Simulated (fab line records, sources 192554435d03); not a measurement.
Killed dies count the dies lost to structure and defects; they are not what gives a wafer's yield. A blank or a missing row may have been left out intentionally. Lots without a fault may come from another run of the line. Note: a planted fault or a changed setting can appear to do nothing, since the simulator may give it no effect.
Matching of chambers	flow n5-finfet	N5_BEOL_M6_ILD_DEP_00 on pecvd-04: 3 sister chambers
The step deposits SiCOH lowk from DEMS/porogen, target thk 179.75 nm, time 33.4 s. 6 wafers are shown with their chamber, then 8 later ones without.

## WAFERS PAIRED WITH THEIR CHAMBERS
wafer	chamber	throttle-valve-pct (%)	showerhead-plenum-p-Torr (Torr)
L085.2	1	14.6	5.735
L085.3	0	13.4	5.736
L088.1	1	14.8	5.736
L088.2	0	13.4	5.732
L088.5	2	13.1	5.755
L087.2	2	12.7	5.756

## WAFERS MISSING THEIR CHAMBER
wafer	throttle-valve-pct (%)	showerhead-plenum-p-Torr (Torr)
L087.4	12.8	5.755
L087.6	13.3	5.740
L091.2	14.5	5.729
L091.3	13.2	5.764
L091.4	12.8	5.741
L097.1	12.8	5.744
L097.4	13.1	5.766
L097.5	14.9	5.747

## THE CHAMBER EACH PASSED THROUGH
wafer	from the rows above	in truth
L087.4	2	2
L087.6	0	0
L091.2	1	1
L091.3	2	2
L091.4	0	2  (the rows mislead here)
L097.1	can't be placed: 0 or 2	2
L097.4	2	2
L097.5	1	1
6 of 8 placed correctly. Can't be placed from these rows: 1 (the true chamber is among the candidates in 1). 1 placed wrongly.
How it was worked out, from the rows above alone: a wafer's distance from a chamber is the root of the sum, over the readings, of the square of ((its reading less the chamber's mean) divided by the reading's scatter). If the next closest chamber is less than 2 further off than the closest, the wafer can't be placed; otherwise it belongs to the closest. The mean given for a chamber averages the wafers shown for that chamber. How the scatter is found: for the shown wafers, subtract from each reading the mean of its chamber, square and add these, divide the total by (wafers less chambers), then take the root.
